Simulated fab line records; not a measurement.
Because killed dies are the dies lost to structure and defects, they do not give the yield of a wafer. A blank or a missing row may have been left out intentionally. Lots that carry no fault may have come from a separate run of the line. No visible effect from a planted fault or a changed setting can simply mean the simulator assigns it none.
What tool caused it? -- flow n5Finfet -- 12 lots with 33 wafers sampled at 5 steps, on a route of 1938 steps

WHAT THE GAUGES READ, wafer by wafer
N5_BEOL_M11_THK_MEAS_53: measures by xrf.
lot,measured,on,M11_THK (nm)
L917,day 10 19:16,filmMetro-01,136 133 133
L920,day 11 01:01,filmMetro-01,137 138 139
L919,day 11 01:52,filmMetro-01,139 134 136
L924,day 12 11:19,filmMetro-01,136 140 138
L923,day 13 02:05,filmMetro-02,140 140
L929,day 13 14:10,filmMetro-02,138 133 138
L928,day 13 14:24,filmMetro-01,136 135
L927,day 13 17:55,filmMetro-02,135 139 136
L930,day 13 22:37,filmMetro-02,129 133
L931,day 13 23:15,filmMetro-01,135 141 139
L936,day 15 08:38,filmMetro-02,133 135 131
L939,day 16 08:25,filmMetro-02,136 142 137

N5_BEOL_M12_CD_MEAS_10: the cd target is 140 nm.
lot,measured,on,cdNm (nm)
L917,day 10 20:01,cdSem-02,143.8 138.8 139.8
L920,day 11 01:49,cdSem-01,141.6 136.7 138.5
L919,day 11 02:32,cdSem-01,139.2 141.8 139.3
L924,day 12 12:04,cdSem-01,138.9 139.4 137.1
L923,day 13 02:50,cdSem-03,141.0 140.6
L929,day 13 14:55,cdSem-01,141.2 142.7 141.4
L928,day 13 15:09,cdSem-01,138.2 139.4
L927,day 13 18:40,cdSem-01,138.6 142.1 139.8
L930,day 13 23:15,cdSem-03,142.0 138.9
L931,day 13 23:52,cdSem-03,146.4 147.3 147.2
L936,day 15 09:26,cdSem-01,145.2 147.8 146.5
L939,day 16 09:04,cdSem-03,145.0 143.1 142.7

EACH LOT AND THE TOOL THAT RAN IT (in order: tool; ch and the chambers of the sampled wafers; start)
lot,N5_BEOL_M11_DEGAS_44,N5_BEOL_M11_ALD_74,N5_BEOL_M12_EXPOSE_07
L917,"pvdSputter-02, day 10 17:20","aldMetal-01 ch 0,1,2, day 10 17:26","krfScanner-02 ch 0, day 10 19:51"
L920,"pvdSputter-02, day 10 23:01","aldMetal-04 ch 0,1, day 10 23:09","krfScanner-02 ch 0, day 11 01:39"
L919,"pvdSputter-01, day 11 00:08","aldMetal-01 ch 0,2, day 11 00:14","krfScanner-02 ch 0, day 11 02:22"
L924,"pvdSputter-02, day 12 09:06","aldMetal-02 ch 2,3, day 12 09:19","krfScanner-01 ch 0, day 12 11:54"
L923,"pvdSputter-01, day 13 00:43","aldMetal-02 ch 0,1, day 13 00:56","krfScanner-02 ch 0, day 13 02:41"
L929,"pvdSputter-02, day 13 12:24","aldMetal-04 ch 0,1,2, day 13 12:32","krfScanner-01 ch 0, day 13 14:44"
L928,"pvdSputter-03, day 13 12:40","aldMetal-01 ch 1,3, day 13 12:46","krfScanner-02 ch 0, day 13 14:59"
L927,"pvdSputter-01, day 13 16:28","aldMetal-04 ch 0,3, day 13 16:34","krfScanner-01 ch 0, day 13 18:30"
L930,"pvdSputter-03, day 13 20:53","aldMetal-01 ch 1,3, day 13 21:00","krfScanner-01 ch 0, day 13 23:04"
L931,"pvdSputter-03, day 13 20:58","aldMetal-02 ch 1,2,3, day 13 21:04","krfScanner-01 ch 0, day 13 23:42"
L936,"pvdSputter-02, day 15 06:52","aldMetal-02 ch 0,2, day 15 06:58","krfScanner-01 ch 0, day 15 09:16"
L939,"pvdSputter-02, day 16 05:51","aldMetal-01 ch 0,1,3, day 16 05:58","krfScanner-02 ch 0, day 16 08:53"
- N5_BEOL_M11_DEGAS_44: time 60 s.
- N5_BEOL_M11_ALD_74: deposits TaN, target thk 2 nm, pulse time 2 s, purge time 3 s.
- N5_BEOL_M12_EXPOSE_07: exposes mask V11.

WHAT THE TOOLS THEMSELVES READ (means of the sampled wafers that have a number; where no wafer has one, the mark that the record gives instead)
N5_BEOL_M11_DEGAS_44.
lot,tool,heaterPowerW (W)
L917,pvdSputter-02,333
L920,pvdSputter-02,334
L919,pvdSputter-01,317
L924,pvdSputter-02,325
L923,pvdSputter-01,286
L929,pvdSputter-02,333
L928,pvdSputter-03,394
L927,pvdSputter-01,300
L930,pvdSputter-03,320
L931,pvdSputter-03,377
L936,pvdSputter-02,365
L939,pvdSputter-02,334

N5_BEOL_M11_ALD_74.
lot,tool,heaterPowerW (W)
L917,aldMetal-01,406
L920,aldMetal-04,426
L919,aldMetal-01,409
L924,aldMetal-02,427
L923,aldMetal-02,424
L929,aldMetal-04,407
L928,aldMetal-01,377
L927,aldMetal-04,416
L930,aldMetal-01,374
L931,aldMetal-02,428
L936,aldMetal-02,443
L939,aldMetal-01,377

N5_BEOL_M12_EXPOSE_07.
lot,tool,exposureDoseMJCm2
L917,krfScanner-02,32.51
L920,krfScanner-02,32.46
L919,krfScanner-02,32.48
L924,krfScanner-01,32.44
L923,krfScanner-02,32.41
L929,krfScanner-01,32.43
L928,krfScanner-02,32.44
L927,krfScanner-01,32.49
L930,krfScanner-01,32.50
L931,krfScanner-01,34.58
L936,krfScanner-01,34.14
L939,krfScanner-02,32.48

THE ANSWER, worked out from the rows above alone
Rule: the usual values come from the lots themselves. The widest of any qualifying gaps counts: lots, ordered by their means at a reading, are off when they make up no more than a third of the lots, leave a main group of 4 or more, and stand apart from it by 3 or more times the standard deviation of that group's means. A main group is skipped when, at the precision printed for the reading in the tables above, its means are all equal. A lot without any number at a reading at which 4 lots or more have one is off too. Any other lot the step has rows for is counted as sound. Order of review: gauges by route order, followed by the tools' own readings, for which a lot's mean as printed above is used. The first step at which some lot is off is used, and at that step the reading that is off furthest; a lot without a number counts as furthest.
Off at N5_BEOL_M12_EXPOSE_07 (exposureDoseMJCm2): L931, L936. The main group: mean 32.46, standard deviation 0.031.
A tool fits if, at that step or a process step before it, it ran every lot that is off, and no sound lot after the first of them. This does not decide it: 2 tools fit, namely aldMetal-02 at N5_BEOL_M11_ALD_74 and krfScanner-01 at N5_BEOL_M12_EXPOSE_07.

WHAT THE SIMULATOR PUT IN
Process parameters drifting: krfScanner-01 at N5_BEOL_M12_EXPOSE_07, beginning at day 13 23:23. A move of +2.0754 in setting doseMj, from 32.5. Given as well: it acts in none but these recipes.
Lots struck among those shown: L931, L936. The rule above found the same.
